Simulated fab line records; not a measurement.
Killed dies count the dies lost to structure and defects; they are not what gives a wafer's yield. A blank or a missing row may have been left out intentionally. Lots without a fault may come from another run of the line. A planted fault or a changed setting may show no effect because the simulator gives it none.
fab line records | flow n5Finfet
[record] lots = 7 | wafers = 19 | lastDay = 17
route steps=1938 shown BEOL_M5@1172
lots untouched by any fault: they come from a run of this same line in which no faults occurred
startH: hours from the record's first day to the start of the lot's first wafer shown | waitH: hours from the lot's prior step to this one | " same as the row above | L1.1+2: a row that stands for several wafers | - no value, or no start was given | * or withheld: withheld | < > ~ a bound
route shown NAME@n: names a module that has steps shown in the file, with the first one's number in the route | usual: mean/standard deviation taken from wafers without a fault | same: alike in all rows | chamber/n: place in a boat | sites: per-site readings | _std_site: the standard deviation of these | _edge_site: mean of outer sites minus mean of inner sites | radiusMm: how far each site lies from the wafer's centre | mask NAME#n: copy n | behind: the tool/chamber that last shaped the wafer | hold: reason for holding the lot/hours on hold/outcome of the hold | device: whichever transistor did not switch (one of n, p or np) | end of line: tests run on the same wafers once the route is complete | where a step has no rows: the recipe by itself | killed: not the wafer's yield, but the dies lost to structure and defects at the first sort | map: a wafer's dies, marking killed ones x, the rest . and places with no die _
set.NAME: the setting that was run; set.NAME@STEP: the one run at that earlier step | model.NAME: the simulator's own value behind a step, which no gauge read
a table for each step, a row for each wafer; lots at some steps of the route
services: from which hour (startH, from the record's first day; less than 0 if before it) a tool's chamber was out of use, for how many hours, and why
[[steps]]
[step N5_BEOL_M5_ALD_86]
[recipe] material = TaN | targetThkA = * | tempC = 275 | aldPrecursorFamily = PDMAT | aldCoReactant = NH3 | pressureTorr = 3 | carrierFlowSccm = 1500 | pulseTimeS = 2 | purgeTimeS = 3 | coReactantPurgeTimeS = 2 | coReactantPulseTimeS = 3 | aldCycles = 30 | precursorVesselTempC = 75 | precursorVesselPressureTorr = 26.25 | precursorVesselCarrierSccm = 1000
[step N5_BEOL_M5_SURFACE_TREAT_87]
[recipe] gas = Ar | timeS = * | ionEnergyEv = * | ionCurrentMaCm2 = 0.5 | pressureMtorr = * | arFlowSccm = 30
[usual] throttleValvePct = *
lot.wafer | tool          | chamber | startH | waitH | throttleValvePct
L308.1    | pvdSputter-01 | -       | 206.07 | 0.2   | *
L308.2    | "             | -       | "      | "     | *
L308.6    | "             | -       | "      | "     | *
L312.1    | pvdSputter-03 | -       | 233.96 | 0.2   | *
L312.3    | "             | -       | "      | "     | *
L313.2    | pvdSputter-03 | -       | 240.58 | 0.2   | *
L313.3    | "             | -       | "      | "     | *
L314.2    | pvdSputter-01 | -       | 242.55 | 0.2   | *
L314.3    | "             | -       | "      | "     | *
L314.4    | "             | -       | "      | "     | *
L322.1    | pvdSputter-03 | -       | 289.60 | 0.1   | *
L322.3    | "             | -       | "      | "     | *
L322.6    | "             | -       | "      | "     | *
L324.1    | pvdSputter-01 | -       | 301.56 | 0.4   | *
L324.4    | "             | -       | "      | "     | *
L324.6    | "             | -       | "      | "     | *
L326.1    | pvdSputter-02 | -       | 311.45 | 0.3   | *
L326.3    | "             | -       | "      | "     | *
L326.6    | "             | -       | "      | "     | *
[step N5_BEOL_M5_CVD_47]
[recipe] material = Co | targetThkA = 30 | tempC = withheld | precursor = CCTBA/H2 | pressureTorr = 30 | timeS = 216
[step N5_BEOL_M5_SPUTTER_48]
[recipe] material = Cu | targetThkA = 150 | tempC = -20 | chamberPressurePa = 0.07 | powerW = withheld | timeS = 27.62
[usual] chuckSensorTempC = -16.3/0.59 | substrateTempC = -19.99/0.1 | throttleValvePct = 29.7/0.8
lot.wafer | tool          | chamber | startH | waitH | chuckSensorTempC | substrateTempC | throttleValvePct
L308.1    | pvdSputter-03 | -       | 206.38 | 0.2   | -15.8            | -19.91         | 30.9
L308.2    | "             | -       | "      | "     | -16.1            | -19.94         | 31.2
L308.6    | "             | -       | "      | "     | -16.3            | -19.89         | 28.3
L312.1    | pvdSputter-02 | -       | 234.29 | 0.2   | -16.9            | -20.02         | 28.9
L312.3    | "             | -       | "      | "     | -16.0            | -19.85         | 28.9
L313.2    | pvdSputter-03 | -       | 241.26 | 0.3   | -16.3            | -19.98         | 31.0
L313.3    | "             | -       | "      | "     | -15.6            | -20.01         | 29.4
L314.2    | pvdSputter-02 | -       | 242.88 | 0.1   | -16.8            | -19.90         | 29.2
L314.3    | "             | -       | "      | "     | -15.7            | -19.97         | 30.2
L314.4    | "             | -       | "      | "     | -17.2            | -19.84         | 29.5
L322.1    | pvdSputter-02 | -       | 289.82 | 0.1   | -15.8            | -20.05         | 30.4
L322.3    | "             | -       | "      | "     | -16.7            | -19.83         | 29.0
L322.6    | "             | -       | "      | "     | -16.0            | -19.93         | 30.3
L324.1    | pvdSputter-01 | -       | 301.82 | 0.1   | -15.4            | -20.05         | 31.7
L324.4    | "             | -       | "      | "     | -16.4            | -20.03         | 29.9
L324.6    | "             | -       | "      | "     | -15.7            | -20.07         | 29.4
L326.1    | pvdSputter-02 | -       | 311.67 | 0.1   | -15.9            | -20.02         | 29.3
L326.3    | "             | -       | "      | "     | -17.4            | -19.99         | 29.6
L326.6    | "             | -       | "      | "     | -15.9            | -19.99         | 29.1
[step N5_BEOL_M5_ANNEAL_49]
[recipe] tempC = 400 | timeS = 1800 | ambient = vacuum
[step N5_BEOL_M5_SPUTTER_81]
[recipe] material = Cu | targetThkA = 150 | tempC = -20 | chamberPressurePa = 0.07 | powerW = withheld | timeS = 27.62
[step N5_BEOL_M5_ANNEAL_82]
[recipe] tempC = 400 | timeS = 1800 | ambient = vacuum
[usual] heaterPowerW = 812/100
lot.wafer | tool          | chamber | startH | waitH | heaterPowerW
L308.1    | pvdSputter-03 | -       | 207.54 | 0.0   | 752
L308.2    | "             | -       | "      | "     | 829
L308.6    | "             | -       | "      | "     | 682
L312.1    | pvdSputter-02 | -       | 235.46 | 0.0   | 764
L312.3    | "             | -       | "      | "     | 755
L313.2    | pvdSputter-03 | -       | 242.42 | 0.0   | 834
L313.3    | "             | -       | "      | "     | 825
L314.2    | pvdSputter-02 | -       | 244.04 | 0.0   | 752
L314.3    | "             | -       | "      | "     | 776
L314.4    | "             | -       | "      | "     | 1004
L322.1    | pvdSputter-02 | -       | 290.99 | 0.0   | 765
L322.3    | "             | -       | "      | "     | 744
L322.6    | "             | -       | "      | "     | 764
L324.1    | pvdSputter-01 | -       | 302.99 | 0.0   | 788
L324.4    | "             | -       | "      | "     | 789
L324.6    | "             | -       | "      | "     | 730
L326.1    | pvdSputter-02 | -       | 312.84 | 0.0   | 749
L326.3    | "             | -       | "      | "     | 1033
L326.6    | "             | -       | "      | "     | 760
[step N5_BEOL_M5_SPUTTER_83]
[recipe] material = Cu | targetThkA = 150 | tempC = -20 | chamberPressurePa = 0.07 | powerW = withheld | timeS = 27.62
[step N5_BEOL_M5_ANNEAL_84]
[recipe] tempC = 400 | timeS = 1800 | ambient = vacuum
[step N5_BEOL_M5_SPUTTER_88]
[recipe] material = Cu | targetThkA = 150 | tempC = -20 | chamberPressurePa = 0.07 | powerW = withheld | timeS = 27.62
[usual] chuckSensorTempC = -16.3/0.58 | substrateTempC = -20.00/0.1 | throttleValvePct = 29.7/0.84
lot.wafer | tool          | chamber | startH | waitH | chuckSensorTempC | substrateTempC | throttleValvePct
L308.1    | pvdSputter-03 | -       | 209.64 | 0.5   | -15.7            | -20.19         | 31.3
L308.2    | "             | -       | "      | "     | -16.2            | -19.97         | 31.3
L308.6    | "             | -       | "      | "     | -16.3            | -19.71         | 28.2
L312.1    | pvdSputter-02 | -       | 237.55 | 0.5   | -17.0            | -20.11         | 28.9
L312.3    | "             | -       | "      | "     | -16.0            | -20.01         | 29.0
L313.2    | pvdSputter-03 | -       | 244.52 | 0.5   | -16.0            | -19.87         | 31.2
L313.3    | "             | -       | "      | "     | -15.6            | -19.94         | 29.0
L314.2    | pvdSputter-02 | -       | 246.14 | 0.5   | -16.6            | -20.11         | 29.2
L314.3    | "             | -       | "      | "     | -15.9            | -20.12         | 30.2
L314.4    | "             | -       | "      | "     | -17.3            | -20.01         | 29.6
L322.1    | pvdSputter-02 | -       | 293.08 | 0.5   | -15.9            | -19.82         | 30.2
L322.3    | "             | -       | "      | "     | -16.8            | -20.07         | 29.1
L322.6    | "             | -       | "      | "     | -15.7            | -19.85         | 30.6
L324.1    | pvdSputter-01 | -       | 305.08 | 0.5   | -15.5            | -19.96         | 31.8
L324.4    | "             | -       | "      | "     | -16.4            | -19.95         | 29.8
L324.6    | "             | -       | "      | "     | -15.4            | -19.95         | 29.6
L326.1    | pvdSputter-02 | -       | 314.93 | 0.5   | -16.0            | -20.02         | 29.2
L326.3    | "             | -       | "      | "     | -17.2            | -20.15         | 29.4
L326.6    | "             | -       | "      | "     | -16.1            | -19.88         | 29.2
[step N5_BEOL_M5_ANNEAL_89]
[recipe] tempC = 400 | timeS = 1800 | ambient = vacuum
[step N5_BEOL_M5_SPUTTER_90]
[recipe] material = Cu | targetThkA = 45 | tempC = -20 | chamberPressurePa = 0.07 | powerW = withheld | timeS = 8.29
[step N5_BEOL_M5_ECD_50]
[recipe] material = Cu | targetThkA = 3000
lot.wafer | tool     | chamber | startH | waitH | model.Cu_of_BEOL_M5_ECD_50.thkNm
L308.1+6  | ecdCu-02 | 1,0     | 210.84 | 0.1   | 297.2
L308.2    | "        | 0       | "      | "     | 300.6
L312.1    | ecdCu-01 | 1       | 238.77 | 0.1   | 480.8
L312.3    | "        | 0       | "      | "     | 302.6
L313.2    | ecdCu-01 | 1       | 245.72 | 0.1   | 481
L313.3    | "        | 1       | "      | "     | 302
L314.2    | ecdCu-01 | 1       | 247.34 | 0.1   | 485.8
L314.3    | "        | 1       | "      | "     | 302.8
L314.4    | "        | 0       | "      | "     | 303.6
L322.1    | ecdCu-02 | 1       | 294.29 | 0.1   | 303
L322.3    | "        | 0       | "      | "     | 302.2
L322.6    | "        | 1       | "      | "     | 300.8
L324.1    | ecdCu-01 | 0       | 306.29 | 0.1   | 298.2
L324.4    | "        | 0       | "      | "     | 302
L324.6    | "        | 0       | "      | "     | 296.6
L326.1    | ecdCu-01 | 1       | 316.13 | 0.1   | 302.8
L326.3    | "        | 1       | "      | "     | 297.6
L326.6    | "        | 0       | "      | "     | 306.8
[step N5_BEOL_M5_ANNEAL_51]
[recipe] tempC = 225 | timeS = 90 | ambient = N2
[usual] wafer_temp_C_max = 225.9/0.3
lot.wafer | tool         | chamber | startH | waitH | wafer_temp_C_max
L308.1    | rtpAnneal-01 | 0       | 210.93 | 0.1   | 225.9
L308.2    | "            | 0       | "      | "     | 225.9
L308.6    | "            | 0       | "      | "     | 225.6
L312.1    | rtpAnneal-01 | 0       | 238.93 | 0.1   | 226.1
L312.3    | "            | 0       | "      | "     | 226.4
L313.2    | rtpAnneal-02 | 0       | 245.85 | 0.1   | 225.4
L313.3    | "            | 0       | "      | "     | 225.5
L314.2    | rtpAnneal-01 | 0       | 247.47 | 0.1   | 226.1
L314.3    | "            | 0       | "      | "     | 226.4
L314.4    | "            | 0       | "      | "     | 226.0
L322.1    | rtpAnneal-01 | 0       | 294.37 | 0.1   | 226.2
L322.3    | "            | 0       | "      | "     | 226.5
L322.6    | "            | 0       | "      | "     | 226.6
L324.1    | rtpAnneal-02 | 0       | 306.37 | 0.1   | 225.9
L324.4    | "            | 0       | "      | "     | 225.6
L324.6    | "            | 0       | "      | "     | 226.0
L326.1    | rtpAnneal-02 | 0       | 316.22 | 0.1   | 225.6
L326.3    | "            | 0       | "      | "     | 225.7
L326.6    | "            | 0       | "      | "     | 225.7
[step N5_BEOL_M5_CMP_52]
[recipe] stopOn = SiCOH_lowk | tOverpolishS = 6.9 | downForcePsi = 1 | platenRpm = 50 | clearingPlatenDownForcePsi = 1.5 | clearingPlatenRpm = 50 | postCmpClean = cuAlkaline | targetThkNm = 62 | clearingPlatenPadVelocityMS = 0.99484 | padVelocityMS = 0.99484
[usual] motorCurrentA = 6.1/0.53 | timeToEndpointS = 61.7/2.9
lot.wafer | tool   | chamber | startH | waitH | motorCurrentA | timeToEndpointS
L308.1    | cmp-04 | 2       | 211.24 | 0.3   | 7.0           | 62.3
L308.2    | "      | 0       | "      | "     | 6.9           | 60.0
L308.6    | "      | 3       | "      | "     | 5.7           | 57.3
L312.1    | cmp-04 | 3       | 239.27 | 0.3   | 5.4           | 97.9
L312.3    | "      | 0       | "      | "     | 7.0           | 62.9
L313.2    | cmp-02 | 2       | 246.19 | 0.3   | 6.1           | 98.1
L313.3    | "      | 3       | "      | "     | 6.1           | 61.4
L314.2    | cmp-04 | 2       | 247.72 | 0.2   | 7.1           | 96.4
L314.3    | "      | 0       | "      | "     | 6.8           | 65.0
L314.4    | "      | 1       | "      | "     | 5.2           | 64.6
L322.3    | cmp-03 | 1       | 294.68 | 0.2   | 6.6           | 66.4
L322.1    | "      | 2       | "      | "     | 6.1           | 63.4
L322.6    | "      | 1       | "      | "     | 6.5           | 62.4
L324.4    | cmp-02 | 3       | 306.71 | 0.2   | 5.6           | 58.8
L324.1    | "      | 0       | "      | "     | 5.9           | 57.6
L324.6    | "      | 2       | "      | "     | 5.8           | 61.0
L326.3    | cmp-02 | 2       | 316.52 | 0.2   | 5.9           | 59.1
L326.1    | "      | 3       | "      | "     | 5.7           | 57.3
L326.6    | "      | 2       | "      | "     | 6.0           | 59.8
[step N5_BEOL_M5_THK_MEAS_53]
[recipe] thkMeasGauge = xrf | reads = Cu_of_BEOL_M5_ECD_50
[usual] M5_THK = 63.6/2.1
lot.wafer | tool         | chamber | startH | waitH | M5_THK[nm]
L308.1    | filmMetro-02 | -       | 211.53 | -     | 64.2
L308.2    | "            | -       | "      | "     | 64.4
L308.6    | "            | -       | "      | "     | 66.1
L312.1    | filmMetro-01 | -       | 239.52 | -     | 63.7
L312.3    | "            | -       | "      | "     | 66.3
L313.2    | filmMetro-02 | -       | 246.41 | -     | 66.7
L313.3    | "            | -       | "      | "     | 65.0
L314.2    | filmMetro-02 | -       | 248.02 | -     | 62.2
L314.3    | "            | -       | "      | "     | 65.5
L314.4    | "            | -       | "      | "     | 60.4
L322.1    | filmMetro-01 | -       | 294.98 | -     | 66.8
L322.3    | "            | -       | "      | "     | 63.0
L322.6    | "            | -       | "      | "     | 61.1
L324.1    | filmMetro-02 | -       | 306.96 | -     | 59.9
L324.4    | "            | -       | "      | "     | 60.5
L324.6    | "            | -       | "      | "     | 60.4
L326.1    | filmMetro-02 | -       | 316.81 | -     | 67.3
L326.3    | "            | -       | "      | "     | 62.8
L326.6    | "            | -       | "      | "     | 62.3
[[services]]
tool          | chamber | startH | hours | kind
pvdSputter-02 | -       | 205.02 | 2.0   | repair
ecdCu-01      | -       | 216.77 | 1.2   | repair
cmp-02        | -       | 231.34 | 4.0   | pm
cmp-04        | -       | 233.64 | 1.8   | repair
cmp-02        | -       | 235.34 | -     | consumableReplace:conditioner
cmp-02        | -       | 235.34 | -     | consumableReplace:pad
pvdSputter-01 | -       | 246.25 | 3.0   | repair
ecdCu-02      | -       | 254.73 | 1.0   | repair
cmp-04        | -       | 258.03 | 0.8   | repair
cmp-03        | -       | 276.92 | 1.5   | repair
cmp-02        | -       | 312.55 | 0.3   | repair
[[key]]
[firstSign] step = N5_BEOL_M5_CMP_52 | reading = timeToEndpointS | direction = up | sigmas = 12 | usual = * | struck = *
effect none on later readings
[modelEffect] step = N5_BEOL_M5_ECD_50 | value = Cu_of_BEOL_M5_ECD_50.thkNm | without = 302.9 | struck = 482.5
metAt N5_BEOL_M5_ECD_50
struckWafers L312.1,L313.2,L314.2
[fault] kind = processParameterDrift | tool = ecdCu-01 | chamber = - | onsetH = 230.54 | steps = N5_BEOL_M5_ECD_50 | channel = targetThkA | offset = * | shape = step | endH = 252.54 | scope = struckWafersOnly | actsIn = * | stated = *
